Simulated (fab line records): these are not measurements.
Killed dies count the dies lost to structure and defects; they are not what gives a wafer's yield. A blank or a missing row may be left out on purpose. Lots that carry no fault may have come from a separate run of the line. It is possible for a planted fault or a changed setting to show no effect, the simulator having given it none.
Struck lot and sound lot, side by side ; flow nand-harc ; 15 steps out of a route of 1302
Sound: the wafers L376.2, L376.4, L376.6. Wafers struck: L390.3, L390.5, L390.6. The cause comes at the end.
Order at every step that has rows: each side's tool, ch and its chambers, its first start. Under that, the readings that differ: sound wafers ; struck wafers ; difference of the means ; sigmas: that difference in standard deviations of wafers without a fault.
alike: same words and numbers on both sides, and readings whose means sit less than 2 such deviations apart. not compared: any withheld reading, any reading some wafer has no value for, any bound like >300 that may hide the same value, and any number with overlapping values for which the record gives no deviation.
The two part at a step that has a row with sigmas, a row that says differs or no value, or rows on one side only. When numbers do not overlap yet have no deviation, they are printed without sigmas and do not part them. A reading missing from all wafers of one side parts the sides only when that side holds two or more wafers.

first, 2 steps without rows for these wafers: NHARC_A_CONTACT_STRIP_104 (strips in CF4/CHF3); NHARC_A_CONTACT_STRIP_105 (strips in O2/COS).
NHARC_A_CONTACT_ETCH_106: etches the open film in CF4/O2, target depth 90 nm, overetch 9 nm, time 49.5 s.
  sound on rie-diel-12 ch 0,1,3, day 25 09:33; struck on rie-diel-05 ch 0,1, day 30 00:19
  alike: drypump-motor-current-A, oes-product-au, rf-vpp-V, showerhead-plenum-p-Torr, throttle-valve-pct
  not compared: rf-hours-counter-h
NHARC_A_CONTACT_STRIP_82: strips in O2.
  sound: rie-diel-12 ch 1,2,3; struck: rie-diel-05 ch 0,1,2
  alike: drypump-motor-current-A, oes-product-au, rf-vpp-V, showerhead-plenum-p-Torr, throttle-valve-pct
  not compared: rf-hours-counter-h
then, 1 step without rows for these wafers: NHARC_A_CONTACT_STRIP_83 (strips in post etch residue remover, time 600 s).
NHARC_A_CONTACT_DEP_84: deposits aC, target thk 2800 nm.
  sound on acl-dep-01 ch 0, day 25 10:29; struck on acl-dep-03 ch 0, day 30 01:35
  alike: throttle-valve-pct
NHARC_A_CONTACT_DEP_85: deposits SiON, target thk 60 nm.
  sound on pecvd-01 ch 0,1,2, day 25 12:02; struck on pecvd-01 ch 0,1, day 30 02:45
  alike: heater-power-w
then, 5 steps without rows for these wafers: NHARC_A_CONTACT_DEHYDRATE_00 (time 120 s); NHARC_A_CONTACT_HMDS_01 (time 30 s); NHARC_A_CONTACT_COAT_86 (time 75 s); NHARC_A_CONTACT_COAT_87 (time 65 s); NHARC_A_CONTACT_COAT_02 (resist thk 90 nm).
NHARC_A_CONTACT_SOFTBAKE_03: time 55 s.
  sound on litho-track-01 ch 0, day 25 12:00; struck on litho-track-01 ch 0, day 30 03:00
reading;sound;struck;difference;sigmas
heater-power-total-W (W);188.42 188.39 188.31;193.30 193.68 193.26;+5.04;+36
  alike: chill-plate-temp-C, plate-temp-C
then, 2 steps without rows for these wafers: NHARC_A_CONTACT_EBR_04; NHARC_END_SORT_01.

WHERE THEY PART
At NHARC_A_CONTACT_SOFTBAKE_03 and nowhere else, as far as this record goes.

WHY: what the simulator had put in
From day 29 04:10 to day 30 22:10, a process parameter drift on litho-track-01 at NHARC_A_CONTACT_SOFTBAKE_03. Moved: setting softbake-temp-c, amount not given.
